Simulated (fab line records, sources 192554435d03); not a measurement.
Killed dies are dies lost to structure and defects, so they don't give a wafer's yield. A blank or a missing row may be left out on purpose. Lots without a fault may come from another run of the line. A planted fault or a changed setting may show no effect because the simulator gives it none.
Chamber matching | flow n5_finfet | N5_BEOL_M12_ETCH_59 on rie_diel-04: 4 sister chambers
The step etches BARC in N2/H2, target depth 89 nm, overetch 26.7 nm, time 67.9 s. 18 wafers are shown with their chamber, then 9 later ones without.

WAFERS WITH THEIR CHAMBER
wafer  | chamber | drypump_motor_current_A (A) | showerhead_plenum_p_Torr (Torr) | throttle_valve_pct (%)
L074.4 | 3       | 4.9                         | 2.45                            | 18.00
L074.5 | 3       | 4.9                         | 2.45                            | 18.00
L074.6 | 2       | 5.0                         | 2.59                            | 17.99
L079.1 | 1       | 5.6                         | 2.53                            | 17.64
L079.4 | 3       | 4.9                         | 2.44                            | 18.01
L079.5 | 1       | 5.6                         | 2.53                            | 17.65
L082.2 | 3       | 4.9                         | 2.44                            | 18.01
L082.3 | 2       | 5.0                         | 2.58                            | 18.02
L082.6 | 2       | 4.9                         | 2.58                            | 18.01
L084.4 | 3       | 4.9                         | 2.44                            | 18.05
L084.5 | 0       | 6.7                         | 2.65                            | 17.46
L084.6 | 3       | 4.9                         | 2.44                            | 18.04
L087.1 | 1       | 5.6                         | 2.52                            | 17.67
L087.3 | 3       | 4.9                         | 2.43                            | 18.05
L087.4 | 0       | 6.7                         | 2.65                            | 17.45
L091.1 | 0       | 6.7                         | 2.65                            | 17.47
L091.3 | 3       | 4.9                         | 2.43                            | 18.05
L091.6 | 1       | 5.7                         | 2.52                            | 17.68

SIGNATURES (means of the wafers above)
reading                  | chamber 0 | chamber 1 | chamber 2 | chamber 3 | scatter within a chamber
drypump_motor_current_A  | 6.700     | 5.625     | 4.967     | 4.900     | 0.0318
showerhead_plenum_p_Torr | 2.6500    | 2.5250    | 2.5833    | 2.4400    | 0.00636
throttle_valve_pct       | 17.4600   | 17.6600   | 18.0067   | 18.0263   | 0.0197
Rule: a wafer's distance from a chamber is the root of the sum, over the readings, of the square of ((its reading less the chamber's mean) divided by the reading's scatter). The wafer belongs to the nearest chamber; if the next one is less than 2 further off, it can't be placed. The scatter: the root of (the sum of the squares of (reading less its chamber's mean) over the shown wafers, divided by (wafers less chambers)).

WAFERS WITHOUT THEIR CHAMBER
wafer  | drypump_motor_current_A (A) | showerhead_plenum_p_Torr (Torr) | throttle_valve_pct (%)
L094.1 | 5.7                         | 2.51                            | 17.71
L094.5 | 5.6                         | 2.51                            | 17.70
L094.6 | 6.7                         | 2.65                            | 17.49
L093.1 | 5.6                         | 2.51                            | 17.73
L093.4 | 6.7                         | 2.64                            | 17.50
L093.6 | 5.0                         | 2.57                            | 18.09
L097.1 | 4.9                         | 2.42                            | 18.09
L097.2 | 5.7                         | 2.51                            | 17.74
L097.4 | 6.7                         | 2.64                            | 17.49

WHICH CHAMBER EACH WENT THROUGH
wafer  | from the rows above | in truth
L094.1 | 1                   | 1
L094.5 | 1                   | 1
L094.6 | 0                   | 0
L093.1 | 1                   | 1
L093.4 | 0                   | 0
L093.6 | 2                   | 2
L097.1 | 3                   | 3
L097.2 | 1                   | 1
L097.4 | 0                   | 0
Placed correctly: 9 of 9. Can't be placed from these rows: 0. Placed wrongly: 0.
